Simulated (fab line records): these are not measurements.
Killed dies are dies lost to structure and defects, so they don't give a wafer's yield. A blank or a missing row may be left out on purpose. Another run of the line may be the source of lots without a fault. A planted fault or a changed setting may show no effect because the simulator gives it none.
Which tool is to blame? :: flow n5 finfet :: Sampling: 11 lots, 33 wafers, 6 of 1938 route steps

WHAT THE GAUGES SHOWED, per wafer
N5_BEOL_M13_CD_MEAS_10: the cd target is 190 nm.
lot: L074
measured: day 11 07:43
on: cd sem-01
cd nm (nm): 190.2 189.7 189.2

lot: L077
measured: day 12 02:19
on: cd sem-02
cd nm (nm): 190.9 191.3 189.7

lot: L078
measured: day 12 18:01
on: cd sem-03
cd nm (nm): 191.1 188.7 189.2

lot: L082
measured: day 13 12:26
on: cd sem-01
cd nm (nm): 191.2 190.9 191.3

lot: L083
measured: day 14 12:01
on: cd sem-02
cd nm (nm): 191.9 194.0 191.9

lot: L084
measured: day 14 12:28
on: cd sem-03
cd nm (nm): 191.2 190.6 191.8

lot: L087
measured: day 15 00:52
on: cd sem-01
cd nm (nm): 194.1 193.0 193.9

lot: L089
measured: day 15 08:01
on: cd sem-02
cd nm (nm): 188.2 189.6 189.6

lot: L094
measured: day 16 12:36
on: cd sem-02
cd nm (nm): 186.9 186.5 187.9

lot: L093
measured: day 17 09:05
on: cd sem-01
cd nm (nm): 186.5 187.0 187.2

lot: L096
measured: day 17 19:52
on: cd sem-03
cd nm (nm): 189.6 189.8 189.5

WHICH TOOL RAN EACH LOT (tool, then ch and the chambers of the sampled wafers, then the start)
lot: L074
N5_BEOL_M12_ETCH_59: rie diel-04 ch 2,3, day 11 01:03
N5_BEOL_M12_VIA_ETCH_16: rie diel-04 ch 2,3, day 11 01:06
N5_BEOL_M12_TRENCH_ETCH_34: rie diel-04 ch 1,2,3, day 11 03:02
N5_BEOL_M12_SPUTTER_43: pvd sputter-03, day 11 05:26
N5_BEOL_M13_ILD_DEP_00: pecvd-04 ch 0,1,2, day 11 07:19

lot: L077
N5_BEOL_M12_ETCH_59: rie diel-01 ch 0,1,2, day 11 18:11
N5_BEOL_M12_VIA_ETCH_16: rie diel-01 ch 0,1,2, day 11 18:14
N5_BEOL_M12_TRENCH_ETCH_34: rie diel-05 ch 0,1,2, day 11 19:33
N5_BEOL_M12_SPUTTER_43: pvd sputter-03, day 12 00:13
N5_BEOL_M13_ILD_DEP_00: pecvd-03 ch 1,2, day 12 01:52

lot: L078
N5_BEOL_M12_ETCH_59: rie diel-01 ch 0,1,2, day 12 13:02
N5_BEOL_M12_VIA_ETCH_16: rie diel-01 ch 0,1,2, day 12 13:05
N5_BEOL_M12_TRENCH_ETCH_34: rie diel-01 ch 0,2,3, day 12 14:25
N5_BEOL_M12_SPUTTER_43: pvd sputter-02, day 12 16:20
N5_BEOL_M13_ILD_DEP_00: pecvd-04 ch 0,1,2, day 12 17:34

lot: L082
N5_BEOL_M12_ETCH_59: rie diel-04 ch 2,3, day 13 06:15
N5_BEOL_M12_VIA_ETCH_16: rie diel-04 ch 2,3, day 13 06:18
N5_BEOL_M12_TRENCH_ETCH_34: rie diel-05 ch 0,1, day 13 07:30
N5_BEOL_M12_SPUTTER_43: pvd sputter-01, day 13 10:47
N5_BEOL_M13_ILD_DEP_00: pecvd-04 ch 0,1,2, day 13 11:59

lot: L083
N5_BEOL_M12_ETCH_59: rie diel-05 ch 0,3, day 14 05:28
N5_BEOL_M12_VIA_ETCH_16: rie diel-05 ch 0,3, day 14 05:31
N5_BEOL_M12_TRENCH_ETCH_34: rie diel-01 ch 0,1, day 14 07:04
N5_BEOL_M12_SPUTTER_43: pvd sputter-01, day 14 10:01
N5_BEOL_M13_ILD_DEP_00: pecvd-03 ch 0,1, day 14 11:13

lot: L084
N5_BEOL_M12_ETCH_59: rie diel-04 ch 0,3, day 14 06:12
N5_BEOL_M12_VIA_ETCH_16: rie diel-04 ch 0,3, day 14 06:15
N5_BEOL_M12_TRENCH_ETCH_34: rie diel-01 ch 0,1,3, day 14 07:47
N5_BEOL_M12_SPUTTER_43: pvd sputter-03, day 14 10:47
N5_BEOL_M13_ILD_DEP_00: pecvd-02 ch 0,1,2, day 14 12:04

lot: L087
N5_BEOL_M12_ETCH_59: rie diel-04 ch 0,1,3, day 14 14:34
N5_BEOL_M12_VIA_ETCH_16: rie diel-04 ch 0,1,3, day 14 14:37
N5_BEOL_M12_TRENCH_ETCH_34: rie diel-05 ch 0,3, day 14 15:58
N5_BEOL_M12_SPUTTER_43: pvd sputter-02, day 14 23:12
N5_BEOL_M13_ILD_DEP_00: pecvd-03 ch 1,2, day 15 00:24

lot: L089
N5_BEOL_M12_ETCH_59: rie diel-01 ch 0,1,3, day 15 03:01
N5_BEOL_M12_VIA_ETCH_16: rie diel-01 ch 0,1,3, day 15 03:05
N5_BEOL_M12_TRENCH_ETCH_34: rie diel-01 ch 0,2,3, day 15 04:16
N5_BEOL_M12_SPUTTER_43: pvd sputter-02, day 15 06:20
N5_BEOL_M13_ILD_DEP_00: pecvd-03 ch 0,1,2, day 15 07:34

lot: L094
N5_BEOL_M12_ETCH_59: rie diel-04 ch 0,1, day 16 04:56
N5_BEOL_M12_VIA_ETCH_16: rie diel-04 ch 0,1, day 16 04:59
N5_BEOL_M12_TRENCH_ETCH_34: rie diel-04 ch 0,3, day 16 06:18
N5_BEOL_M12_SPUTTER_43: pvd sputter-01, day 16 10:41
N5_BEOL_M13_ILD_DEP_00: pecvd-04 ch 0,2, day 16 12:05

lot: L093
N5_BEOL_M12_ETCH_59: rie diel-04 ch 0,1,2, day 17 02:58
N5_BEOL_M12_VIA_ETCH_16: rie diel-04 ch 0,1,2, day 17 03:01
N5_BEOL_M12_TRENCH_ETCH_34: rie diel-05 ch 1,2,3, day 17 06:11
N5_BEOL_M12_SPUTTER_43: pvd sputter-02, day 17 07:14
N5_BEOL_M13_ILD_DEP_00: pecvd-02 ch 0,2, day 17 08:28

lot: L096
N5_BEOL_M12_ETCH_59: rie diel-05 ch 1,2,3, day 17 10:02
N5_BEOL_M12_VIA_ETCH_16: rie diel-05 ch 1,2,3, day 17 10:05
N5_BEOL_M12_TRENCH_ETCH_34: rie diel-04 ch 0,3, day 17 11:18
N5_BEOL_M12_SPUTTER_43: pvd sputter-03, day 17 18:08
N5_BEOL_M13_ILD_DEP_00: pecvd-03 ch 2, day 17 19:21
- N5_BEOL_M12_ETCH_59: etches BARC in N2/H2, target depth 89 nm, overetch 26.7 nm, time 67.9 s.
- N5_BEOL_M12_VIA_ETCH_16: etches SiOC in C4F8/O2/Ar, target depth 724.8 nm.
- N5_BEOL_M12_TRENCH_ETCH_34: etches SiOC in C4F8/O2/Ar, target depth 318.95 nm, time 125.5 s.
- N5_BEOL_M12_SPUTTER_43: material TaN, target thk 15 nm, time 24.19 s.
- N5_BEOL_M13_ILD_DEP_00: deposits SiOC from DEMS/O2, target thk 837.92 nm, time 166.4 s.

THE ANSWER, worked out from the rows above alone
Rule: usual is defined by the lots themselves. Put in order of their means at a reading, lots are off if they are a third of the lots or fewer, leave a main group of 4 or more, and stand apart from it by a gap of 3 or more times the standard deviation of the main group's means; of several such gaps the widest counts. If all means in a main group match to the digits the tables above print for the reading, that group is not used. Also off: a lot with no number at a reading for which 4 or more lots have one. The other lots that the step has rows for count as sound.
No lot is off at any reading shown: from this, nothing can be told.

WHAT HAD BEEN PUT IN BY THE SIMULATOR
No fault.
